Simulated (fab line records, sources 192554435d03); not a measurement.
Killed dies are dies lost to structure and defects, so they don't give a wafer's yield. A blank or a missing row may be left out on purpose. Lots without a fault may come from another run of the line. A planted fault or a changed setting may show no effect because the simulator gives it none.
fab line records | flow n5_finfet
record lots=4 wafers=12 last_day=15
route steps=1938 shown FIN_SAQP@117 FIN_CUT@154 BEOL_M4@1111 PASSIVATION@1936
lots that met no fault: from a run of the same line without faults
start_h: hours from the record's first day to the start of the lot's first wafer shown | wait_h: hours since the lot's step before | " the same as in the row above | L1.1+2: a row that stands for several wafers | - no value, or no start given | * or withheld: withheld | < > ~ a bound
route shown NAME@n: a module of which the file shows steps, and the number in the route of the first | usual: mean/standard deviation of fault-free wafers | same: alike in all rows | chamber/n: place in a boat | sites: the reading at each site | _std_site: their standard deviation | _edge_site: outer sites' mean less inner sites' | radius_mm: how far each site lies from the wafer's centre | mask NAME#n: copy n | behind: the tool/chamber that last shaped the wafer | hold: why the lot was held/for how many hours/how that ended | device: the transistor (n, p or np) that didn't switch | end of line: the same wafers' tests at the end of the route | a step without rows: its recipe alone | killed: dies lost to structure and defects at the first sort, not the wafer's yield | map: a wafer's dies, x killed, . not, _ none there
set.NAME: the setting as run; set.NAME@STEP: as run at that earlier step | model.NAME: the simulator's own value behind a step, which no gauge read
lots at some steps of the route; a table a step, a row a wafer
services: from which hour (start_h, from the record's first day; less than 0 if before it) a tool's chamber was out of use, for how many hours, and why
## steps
# step N5_FIN_SAQP_STRIP_53
# recipe chemistry=N2/H2 temp_c=40 n2_flow_sccm=200 h2_flow_sccm=200 rf_frequency_hz=6e+07
# step N5_FIN_SAQP_HM_OPEN_73
# recipe chemistry=CHF3/O2 target=SiO2 stop_on=a-Si target_depth_a=120 over_etch_frac=1.8 mask_material=SOC time_s=16.8 pressure_mtorr=30 source_w=650 bias_w=170 Ar_flow_sccm=200 CHF3_flow_sccm=50 O2_flow_sccm=5 ion_energy_ev=200 ends=end_point
# step N5_FIN_SAQP_STRIP_74
# recipe chemistry=CHF3/O2 resist=SiARC rf_frequency_hz=6e+07
# step N5_FIN_SAQP_MANDREL_ETCH_22
# recipe target_depth_a=600 chemistry=HBr/Cl2 target=a-Si stop_on=SiNx bt_time_s=10 over_etch_frac=0.5 time_s=30 pressure_mtorr=10 icp_w=800 bias_w=75 HBr_flow_sccm=150 Cl2_flow_sccm=80 ends=end_point
# step N5_FIN_SAQP_STRIP_55
# recipe chemistry=N2/H2 power_w=500 temp_c=40 pressure_mtorr=50 rf_frequency_hz=6e+07 overash_fraction=0.3 bias_power_w=28 h2_frac=0.5 n2_flow_sccm=300 h2_flow_sccm=300
# step N5_FIN_SAQP_STRIP_23
# recipe chemistry=SPM time_s=750 temp_c=130 h2so4_h2o2_vol_ratio=4
# step N5_FIN_SAQP_SRD_66
# recipe dry=ipa_marangoni time_s=30 temp_c=23 rinse_liquid=diw
# step N5_FIN_SAQP_RECESS_75
# recipe chemistry=HF/NH3 target=SiO2 target_depth_a=144 afs_cycles=3 temp_c=30 sublimation_temp_c=180 sublimation_time_s=60
# step N5_FIN_SAQP_SPACER1_ALD_24
# recipe material=SiO2 target_thk_a=203 temp_c=300 ald_precursor_family=BDEAS ald_co_reactant=O2-plasma pulse_time_s=1 purge_time_s=2 co_reactant_purge_time_s=2 ald_cycles=218 pressure_torr=2
# step N5_FIN_SAQP_SPACER1_ETCHBACK_25
# recipe chemistry=CHF3/O2 mode=anisotropic_etchback target=SiO2 target_depth_a=244 time_s=12.2 pressure_mtorr=30 source_w=650 bias_w=170 Ar_flow_sccm=200 CHF3_flow_sccm=50 O2_flow_sccm=5 ion_energy_ev=200
# step N5_FIN_SAQP_MANDREL1_REMOVE_56
# recipe chemistry=HBr/Cl2/O2 bt_time_s=10 target=a-Si stop_on=SiNx endpoint=OES-SiCl over_etch_frac=1 icp_w=600 bias_w=22 HBr_flow_sccm=150 Cl2_flow_sccm=80 O2_flow_sccm=5 pressure_mtorr=10
# step N5_FIN_SAQP_ETCH_57
# recipe chemistry=CH3F/O2 target=SiNx mask_material=SiO2 target_depth_a=325 time_s=46.4 pressure_mtorr=30 source_w=395 bias_w=73 Ar_flow_sccm=150 CH3F_flow_sccm=30 O2_flow_sccm=20 ion_energy_ev=120 ends=cleared
# usual drypump_motor_current_A=5.8/0.44 etch_rf_on_time_s=46.6/0.98 oes_product_au=0.66/0.08 rf_vpp_V=295/4.6 showerhead_plenum_p_Torr=2.03/0.049 throttle_valve_pct=16.45/0.24
# columns lot.wafer tool chamber start_h wait_h drypump_motor_current_A etch_rf_on_time_s oes_product_au rf_hours_counter_h rf_vpp_V showerhead_plenum_p_Torr throttle_valve_pct
L818.2 rie_diel-01 1 50.81 0.0 6.4 45.2 0.80 22 301 2.04 15.93
L818.4 " 0 " " 6.7 48.6 0.60 208 292 2.07 16.54
L818.6 " 2 " " 5.3 46.6 0.62 - 289 1.99 16.54
L823.2 rie_diel-01 2 78.95 0.1 5.3 46.3 0.62 201 287 1.99 16.56
L823.3 " 3 " " 5.5 45.7 0.63 189 294 1.99 16.47
L823.4 " 1 " " 6.4 46.2 0.79 31 299 2.04 15.93
L828.1 rie_diel-01 3 109.41 0.2 5.4 46.2 0.61 198 295 1.99 16.47
L828.4 " 0 " " 6.7 47.9 0.60 230 293 2.06 16.59
L828.6 " 1 " " 6.4 47.1 0.76 - 298 2.04 15.97
L829.3 rie_diel-06 0 115.16 0.0 5.1 46.9 0.69 114 303 2.10 16.36
L829.5 " 3 " " 5.7 45.3 0.66 - 292 1.99 16.62
L829.6 " 0 " " 5.2 47.5 0.69 - 303 2.10 16.38
# step N5_FIN_SAQP_ETCH_65
# recipe chemistry=CF4 target=SiO2 target_depth_a=40 ion_energy_ev=350 time_s=4.4 pressure_mtorr=10 icp_w=800 bias_w=400 cf4_flow_sccm=80
# step N5_FIN_SAQP_MANDREL_ETCH_58
# recipe chemistry=HBr/Cl2 target=a-Si target_depth_a=450 bt_time_s=10 stop_on=SiNx mask_material=SiO2 over_etch_frac=0.8 time_s=27 pressure_mtorr=10 icp_w=800 bias_w=75 HBr_flow_sccm=150 Cl2_flow_sccm=80 ends=end_point
# step N5_FIN_SAQP_RECESS_63
# recipe chemistry=HF/NH3 target=SiO2 target_depth_a=180 afs_cycles=3 temp_c=30 sublimation_temp_c=180 sublimation_time_s=60
# step N5_FIN_SAQP_COAT_68
# recipe resist=SOC temp_c=250 time_s=60 spin_rpm=1500 resist_thk_nm=100
# step N5_FIN_SAQP_ETCH_69
# recipe chemistry=N2/H2 target=SOC target_depth_a=1500 stop_on=SiNx ion_energy_ev=100 bias_w=61 pressure_mtorr=30 source_w=850 n2_flow_sccm=200 h2_flow_sccm=200
# step N5_FIN_SAQP_ETCH_67
# recipe chemistry=CH3F/O2 target=SiNx target_depth_a=300 mask_material=SOC pressure_mtorr=30 source_w=395 bias_w=73 Ar_flow_sccm=150 CH3F_flow_sccm=30 O2_flow_sccm=20 ion_energy_ev=120
# step N5_FIN_SAQP_STRIP_70
# recipe chemistry=N2/H2 power_w=500 temp_c=40 pressure_mtorr=50 rf_frequency_hz=6e+07 overash_fraction=0.3 bias_power_w=28 h2_frac=0.5 n2_flow_sccm=300 h2_flow_sccm=300
# step N5_FIN_SAQP_RECESS_71
# recipe chemistry=HF/NH3 target=SiO2 target_depth_a=30 afs_cycles=1 temp_c=30 sublimation_temp_c=180 sublimation_time_s=60
# step N5_FIN_SAQP_SPACER2_ALD_28
# recipe material=SiO2 target_thk_a=81 temp_c=300 ald_precursor_family=BDEAS ald_co_reactant=O2-plasma pulse_time_s=1 purge_time_s=2 co_reactant_purge_time_s=2 pressure_torr=2
# step N5_FIN_SAQP_SPACER2_ETCHBACK_29
# recipe chemistry=CHF3/O2 mode=anisotropic_etchback target=SiO2 target_depth_a=122 time_s=6.1 pressure_mtorr=30 source_w=650 bias_w=170 Ar_flow_sccm=200 CHF3_flow_sccm=50 O2_flow_sccm=5 ion_energy_ev=200
# step N5_FIN_SAQP_MANDREL2_REMOVE_60
# recipe chemistry=HBr/Cl2/O2 bt_time_s=10 target=a-Si stop_on=SiNx endpoint=OES-SiCl over_etch_frac=1 icp_w=600 bias_w=22 HBr_flow_sccm=150 Cl2_flow_sccm=80 O2_flow_sccm=5 pressure_mtorr=10
# step N5_FIN_SAQP_HM_OPEN_33
# recipe chemistry=CH3F/O2 target=SiNx mask_material=SiO2 target_depth_a=494 time_s=70.6 pressure_mtorr=30 source_w=395 bias_w=73 Ar_flow_sccm=150 CH3F_flow_sccm=30 O2_flow_sccm=20 ion_energy_ev=120 ends=cleared
# step N5_FIN_SAQP_ETCH_34
# recipe chemistry=C4F6/O2 target=SiO2 target_depth_a=450 time_s=15 ion_energy_ev=250 pressure_mtorr=30 source_w=345 bias_w=185 Ar_flow_sccm=300 C4F6_flow_sccm=10 O2_flow_sccm=10 ends=cleared
# step N5_FIN_SAQP_STRIP_77
# recipe chemistry=N2/H2 time_s=90 power_w=100 temp_c=40 pressure_mtorr=100 rf_frequency_hz=6e+07 bias_power_w=3 n2_flow_sccm=300 h2_flow_sccm=300
# step N5_FIN_SAQP_ETCH_64
# recipe chemistry=CF4 target=SiO2 target_depth_a=15 ion_energy_ev=350 pressure_mtorr=10 icp_w=800 bias_w=400 cf4_flow_sccm=80
# step N5_FIN_SAQP_FIN_ETCH_36
# recipe chemistry=HBr/Cl2/O2 target_depth_a=1200 mask_material=SiNx time_s=50.4 bias_w=102 pressure_mtorr=10 icp_w=800 HBr_flow_sccm=150 Cl2_flow_sccm=80 O2_flow_sccm=12
# step N5_FIN_SAQP_PRECLEAN_38
# recipe chemistry=O3/DIW time_s=45 temp_c=22 o3_ppm=10
# step N5_FIN_SAQP_PRECLEAN_45
# recipe chemistry=dHF time_s=10 dilution=500:1 temp_c=25
# step N5_FIN_SAQP_SRD_39
# recipe dry=ipa_marangoni time_s=30 temp_c=23 rinse_liquid=diw
# step N5_FIN_SAQP_INSPECT_40
# recipe inspect_instrument=brightfield mode=aei
# usual raw_defect_count=227/63
# columns lot.wafer tool chamber start_h wait_h raw_defect_count
L818.2 defect_inspect-01 - 53.24 0.0 206
L818.4 " - " " 235
L818.6 " - " " 205
L823.2 defect_inspect-02 - 81.17 0.0 760
L823.3 " - " " 758
L823.4 " - " " 725
L828.1 defect_inspect-01 - 111.51 0.0 711
L828.4 " - " " 662
L828.6 " - " " 669
L829.3 defect_inspect-01 - 117.74 0.0 232
L829.5 " - " " 225
L829.6 " - " " 183
# step N5_FIN_CUT_COAT_18
# recipe resist=SOC temp_c=250 time_s=60 spin_rpm=1500 resist_thk_nm=230
# step N5_FIN_CUT_COAT_19
# recipe resist=SiARC temp_c=220 time_s=60 spin_rpm=1500 resist_thk_nm=20
# step N5_FIN_CUT_COAT_29
# recipe resist=underlayer temp_c=205 time_s=60 spin_rpm=1500 resist_thk_nm=10
# step N5_FIN_CUT_COAT_02
# recipe resist=CAR-EUV spin_rpm=1500 resist_thk_nm=30
# step N5_FIN_CUT_EBR_04
# recipe solvent=PGMEA ebr_width_mm=1.5
# step N5_FIN_CUT_INSPECT_10
# recipe mode=adi inspect_instrument=brightfield
# usual raw_defect_count=41/11
# columns lot.wafer tool chamber start_h wait_h raw_defect_count
L818.2 defect_inspect-02 - 53.76 0.0 40
L818.4 " - " " 34
L818.6 " - " " 30
L823.2 defect_inspect-01 - 81.68 0.0 537
L823.3 " - " " 533
L823.4 " - " " 531
L828.1 defect_inspect-02 - 112.03 0.1 578
L828.4 " - " " 537
L828.6 " - " " 514
L829.3 defect_inspect-02 - 118.26 0.0 47
L829.5 " - " " 39
L829.6 " - " " 38
# step N5_FIN_CUT_INSPECT_17
# recipe inspect_instrument=brightfield mode=aei
# usual raw_defect_count=231/61
# columns lot.wafer tool chamber start_h wait_h raw_defect_count
L818.2 defect_inspect-01 - 54.71 0.0 203
L818.4 " - " " 222
L818.6 " - " " 210
L823.2 defect_inspect-02 - 82.74 0.0 757
L823.3 " - " " 763
L823.4 " - " " 739
L828.1 defect_inspect-01 - 112.99 0.0 729
L828.4 " - " " 689
L828.6 " - " " 675
L829.3 defect_inspect-02 - 119.20 0.0 251
L829.5 " - " " 253
L829.6 " - " " 200
# step N5_BEOL_M4_RC_MEAS_101
# usual DIBL_N=36.0/1.7 DIBL_P=36.0/2 IOFF_N=0.156/0.028 IOFF_P=0.21/0.04 ION_N=673/12 ION_P=463/8.3 SS_N=71.4/0.6 SS_P=73.3/0.66 VT_N=250/3 VT_P=-250/3.8
# columns lot.wafer tool chamber start_h wait_h DIBL_N[mV/V] DIBL_P[mV/V] IOFF_N[nA/um] IOFF_P[nA/um] ION_N[uA/um] ION_P[uA/um] SS_N[mV/dec] SS_P[mV/dec] VT_N[mV] VT_P[mV]
L818.2 prober-01 0 181.66 0.2 36.5 37.9 0.164 0.24 667 462 71.3 73.4 252 -248
L818.4 " 0 " " 35.1 36.4 0.134 0.22 671 469 71.3 72.9 253 -248
L818.6 " 0 " " 35.4 37.0 0.144 0.23 671 469 71.8 73.0 250 -248
L823.2 prober-02 0 216.41 0.2 36.8 36.4 0.157 0.19 676 466 71.6 73.1 252 -252
L823.3 " 0 " " 38.0 38.0 0.187 0.22 675 461 72.2 73.6 248 -253
L823.4 " 0 " " 35.2 34.8 0.135 0.18 681 468 71.1 72.6 252 -254
L828.1 prober-01 0 244.96 0.0 36.6 36.7 0.176 0.22 683 466 71.8 72.6 246 -251
L828.4 " 0 " " 35.9 35.5 0.157 0.21 675 461 70.7 72.9 250 -250
L828.6 " 0 " " 35.3 34.6 0.143 0.19 662 451 71.7 72.9 252 -252
L829.3 prober-02 0 254.33 0.3 33.7 33.7 0.131 0.16 664 451 70.9 73.4 251 -256
L829.5 " 0 " " 34.3 34.9 0.139 0.17 663 460 71.5 73.0 253 -254
L829.6 " 0 " " 35.4 35.7 0.154 0.18 677 458 72.2 73.6 248 -253
# step N5_PASSIVATION_PROBE_49
# usual defect_limited_yield=91.6/1.6 killed_at_M0_to_M3=31/10 killed_at_M4_up=14/6.3 killed_at_contacts=12/6.1 killed_at_front_end=39/12 killed_at_other=3.7/2.8 killed_dies=100/19 killed_open=66/14 killed_short=33/8.1 sort_bin_5_function=5.0/1.1 sort_bin_6_memory=3.2/0.66 sort_n_pass=1080/18 sort_yield_pct=91.6/1.6
# same gross_dies=1180 killed_at_back_side=0 sort_bin_4_leakage[%]=0 sort_bin_8_speed[%]=0
# columns lot.wafer tool chamber start_h wait_h defect_limited_yield[%] killed_at_M0_to_M3 killed_at_M4_up killed_at_contacts killed_at_front_end killed_at_other killed_dies killed_open killed_short sort_bin_5_function[%] sort_bin_6_memory[%] sort_n_pass sort_yield_pct[%]
L823.2 prober-02 - 334.38 0.1 84.2 14 13 3 155 2 187 38 28 11.1 2.9 993 84.2
L823.3 prober-02 - 334.43 0.1 83.5 26 9 2 152 6 195 45 28 9.8 4.4 985 83.5
L823.4 prober-02 - 334.48 0.2 85.9 20 11 2 127 6 166 45 20 8.6 3.1 1014 85.9
L828.1 prober-02 - 347.30 0.0 81.0 47 19 14 141 3 224 70 35 11.9 4.5 956 81.0
L828.4 prober-02 - 347.45 0.2 83.2 29 12 8 147 2 198 47 26 10.0 4.0 982 83.2
L828.6 prober-02 - 347.55 0.3 84.0 18 13 7 149 2 189 54 26 11.0 3.0 991 84.0
# killed by level:class
L823.2 FIN_SAQP:unspecified=121 STI_FIN_REVEAL:geometric_particle:open=7 FIN_SAQP:geometric_particle:short=6 BEOL_M4:geometric_particle:open=6 FIN_SAQP:geometric_particle:open=5 STARTING-WAFER:geometric_particle:short=5 STI_FIN_REVEAL:geometric_particle:short=4 DUMMY_GATE:geometric_particle:open=4
L823.3 FIN_SAQP:unspecified=119 FIN_SAQP:geometric_particle:open=12 BEOL_M2:geometric_particle:open=6 BEOL_M0_SAQP:geometric_particle:open=5 BEOL_M2:geometric_particle:short=5 FIN_SAQP:geometric_particle:short=4 STI_FIN_REVEAL:geometric_particle:short=3 STI_FIN_REVEAL:geometric_particle:open=3
L823.4 FIN_SAQP:unspecified=100 FIN_SAQP:geometric_particle:open=9 FIN_SAQP:geometric_particle:short=7 BEOL_M1:geometric_particle:open=5 BEOL_M3:geometric_particle:open=5 BEOL_M2:geometric_particle:open=4 BEOL_M4:geometric_particle:open=3 BEOL_M7:geometric_particle:open=3
L828.1 FIN_SAQP:unspecified=118 MOL_CONTACT_COAG:geometric_particle:open=10 BEOL_M0_SAQP:geometric_particle:open=9 BEOL_M1:geometric_particle:open=9 BEOL_M1:geometric_particle:short=8 BEOL_M4:geometric_particle:open=7 BEOL_M0_SAQP:geometric_particle:short=6 BEOL_M2:geometric_particle:open=6
L828.4 FIN_SAQP:unspecified=125 MOL_CONTACT_COAG:geometric_particle:open=8 BEOL_M0_SAQP:geometric_particle:short=8 FIN_SAQP:geometric_particle:open=5 ILD0:geometric_particle:open=5 BEOL_M0_SAQP:geometric_particle:open=5 BEOL_M1:geometric_particle:open=5 BEOL_M4:geometric_particle:open=5
L828.6 FIN_SAQP:unspecified=109 DUMMY_GATE:geometric_particle:open=8 FIN_SAQP:geometric_particle:short=7 STI_FIN_REVEAL:geometric_particle:open=6 ILD0:geometric_particle:open=6 MOL_CONTACT_COAG:geometric_particle:open=6 BEOL_M2:geometric_particle:open=5 FIN_SAQP:geometric_particle:open=4
# map L823.3 (x killed, . not)
_________________..x.x.......________________
______________.................._____________
___________xx................x....x__________
__________................x........._________
________...x......x..................x_______
_______.......xx......................x______
______.....x.......x..x.xx.x....x.....x._____
_____..................xx.xx..xx..x......____
____...............x.xxxxxxxxx.....x......___
___...........x....xxxxxxxxxxx.x.....x.....__
___.............x..xxxxxxxxxxxxxx.......x..__
__...x............xxxxxxxxxxxxxxxx.........._
__x.x..x.......x...x.xxxxxxxxxxx....x......._
_.xx.............xxxxxxxxxxxxxxx.............
_..........x......xxxxxxxxxxxx.x.............
_...x...............xxxxxxxxxx.xx.......x....
_....xx..............xxxxxxx.xx..x....x......
_.....x...x....x.....xxx.x.xx................
_..x.......................x...............x.
_...............x..........x.....x...........
_............................................
__..........x..............................._
__.......x............xx..........x........._
___..............................x.........__
___...x.........x...............xx.........__
____x................................x....___
_____....................................____
______x................................._____
_______.x..........x...................______
________......x......................._______
__________..............x..........._________
___________........................__________
______________......x.........x._____________
_________________............________________
# map L828.1 (x killed, . not)
_________________............________________
______________.........x........_____________
___________x..............xx.xx....__________
__________x...........x.x..........x_________
________................x..x.........._______
_______.....x..........xx..x........x..______
______..x...........x.xxxx.xx..........._____
_____.....x..x......xxxxxxxx.............____
____..............xxx.xxxxxxxx.x.xx...x...___
___................x.x.xxxxxxxxxx..........__
___x..............x.xxxxxxxxxxxxx..x.....x.__
__..................xxxxxxxxxxx.x..........._
__.x............x.x.xxxxxxxxxxxxx..x........_
_x.......x.......x.xxxxxxxxxxxxx......x...x..
_......x...........xxxxxxxxxxx.....x.........
_x........x...........xxxxxxxxx..............
_...................xxx.xxxx.xx..x.....xx..x.
_......................xx..xxx.......x..x.x..
_x....x...........x.....x...............x...x
_.x.............xx............x...........x..
_.x..........................................
__.....x....x...................x.......xx.._
__......x..........x..x..x...xx..........x.._
___........x..................x....x...x...__
___...x..........x..xx...................x.__
____............x..............x........x.___
_____x..........x....x...x.........x.....____
______........x.......x................._____
_______..x..................x..........______
________...x...........x..x....x......_______
__________.........................._________
___________....x.x.x...x...........__________
______________.................._____________
_________________............________________
## services
# columns tool chamber start_h hours kind
rie_diel-06 1 62.37 - clean
rie_diel-06 1 62.37 - consumable_replace:focus_ring
rie_diel-06 1 62.37 - consumable_replace:showerhead
rie_diel-06 1 62.37 18.6 scheduled_down
rie_diel-06 1 62.37 18.6 vent_cycle
rie_diel-06 2 78.60 4.3 repair
rie_diel-01 3 80.46 4.2 repair
## key
first_sign step=N5_FIN_SAQP_INSPECT_40 reading=raw_defect_count direction=up sigmas=7.7 usual=227 struck=714
effect step=N5_FIN_CUT_INSPECT_10 reading=raw_defect_count direction=up sigmas=44 usual=41 struck=538
effect step=N5_FIN_CUT_INSPECT_17 reading=raw_defect_count direction=up sigmas=8.1 usual=231 struck=725
effect step=N5_PASSIVATION_PROBE_49 reading=killed_at_front_end direction=up sigmas=8.7 usual=39 struck=145
more_kills_born_at N5_FIN_SAQP_ETCH_57@rie_diel-01=692
met_at N5_FIN_SAQP_ETCH_57
struck_wafers L823.2,L823.3,L823.4,L828.1,L828.4,L828.6
onset_between 50.81 78.95
fault kind=chamber_particle_source tool=rie_diel-01 chamber=- onset_h=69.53 steps=N5_FIN_SAQP_ETCH_57 rate_per_visit_cm2=0.75447 end_h=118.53
